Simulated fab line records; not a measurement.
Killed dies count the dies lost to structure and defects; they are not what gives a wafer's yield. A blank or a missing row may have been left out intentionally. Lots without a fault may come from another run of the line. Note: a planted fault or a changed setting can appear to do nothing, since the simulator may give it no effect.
Split-lot trial    flow n5_finfet    on a route of 1938 steps: 7 lots, 21 wafers read

== ON THE SPLIT ==
At N5_MOL_CONTACT_COAG_CONTACT_ETCH_14 (etches SiO2 in C4F6/O2, target depth 27.5 nm, overetch 8.5 nm, time 20 s), the setting source_w was moved away from the recipe's 370 W on 4 of the 21 wafers read, by -12.5% to +15.9%. The other wafers ran this setting at the recipe's value.

The split's own step is where the reading is taken.

== THE READING ==
rf_vpp_V, in V, at N5_MOL_CONTACT_COAG_CONTACT_ETCH_14 (etches SiO2 in C4F6/O2, target depth 27.5 nm, overetch 8.5 nm, time 20 s). Fault-free wafers of this fab line usually give 692 V, standard deviation 3.6 V.

wafer   tool, chamber at the split  source_w as run, W  against the recipe  rf_vpp_V, V  against lot-mates on the recipe
L075.2  rie_diel-03, 2              370                 recipe              695          -
L075.4  rie_diel-03, 2              370                 recipe              695          -
L075.6  rie_diel-03, 0              370                 recipe              690          -
L076.3  rie_diel-03, 2              370                 recipe              693          -
L076.4  rie_diel-03, 0              370                 recipe              689          -
L076.6  rie_diel-03, 2              370                 recipe              695          -
L078.2  rie_diel-03, 0              352.5               -4.7%               701          +6
L078.4  rie_diel-03, 1              370                 recipe              696          -
L078.6  rie_diel-03, 2              370                 recipe              695          -
L080.3  rie_diel-03, 2              370                 recipe              694          -
L080.4  rie_diel-03, 0              370                 recipe              692          -
L080.6  rie_diel-03, 2              370                 recipe              694          -
L088.2  rie_diel-01, 3              370                 recipe              685          -
L088.5  rie_diel-01, 0              370                 recipe              690          -
L088.6  rie_diel-01, 1              323.8               -12.5%              714          +26
L090.2  rie_diel-01, 2              429                 +15.9%              668          -22
L090.3  rie_diel-01, 3              370                 recipe              686          -
L090.6  rie_diel-01, 2              370                 recipe              695          -
L091.2  rie_diel-05, 0              330.7               -10.6%              715          +21
L091.3  rie_diel-05, 1              370                 recipe              691          -
L091.5  rie_diel-05, 2              370                 recipe              697          -

THE FIT
A straight line over all 21 wafers: rf_vpp_V changes by -1.71 V for each +1% of source_w; r = -0.94; the points scatter about the line by 3.4 V.
The same after taking each lot's own level away (the mean of its wafers on the recipe; 21 wafers): -1.71 V for each +1%; r = -0.95; scatter 3 V.
Per that fit: largest source_w move, reading shift of 27 V.
Measured against the standard deviation above, the lots' own levels, which go from 687.5 to 695.5 V, span 2.2 times it.
Hence the lot-to-lot level has little effect on the slope; both slopes agree.
Check: for one of the wafers moved furthest among these (+15.9%), held out of the fit, the line's prediction against its lot-mates is -32.1 V. It came out at -22.5 V against them.
Tool readings at the split's step, against how far the setting was moved: rf_vpp_V r = -0.94.

== OTHER SPLITS APPLIED TO THESE WAFERS ==
These wafers also went through other splits before the reading. Each is held against what the fit with the lots' levels taken away leaves over:
other split on the same wafers  wafers away from the commonest value  r with rf_vpp_V (lot level and that fit taken away)
N5_SDB_ETCH_17 cf4_flow_sccm    3                                     -0.02
N5_GATE_CUT_COAT_27 spin_rpm    6                                     -0.07
N5_GATE_CUT_EXPOSE_10 dose_mj   4                                     +0.17

== FILE'S OWN FIT ==
rf_vpp_V changes by -1.74 V for each +1% of source_w, r = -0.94.
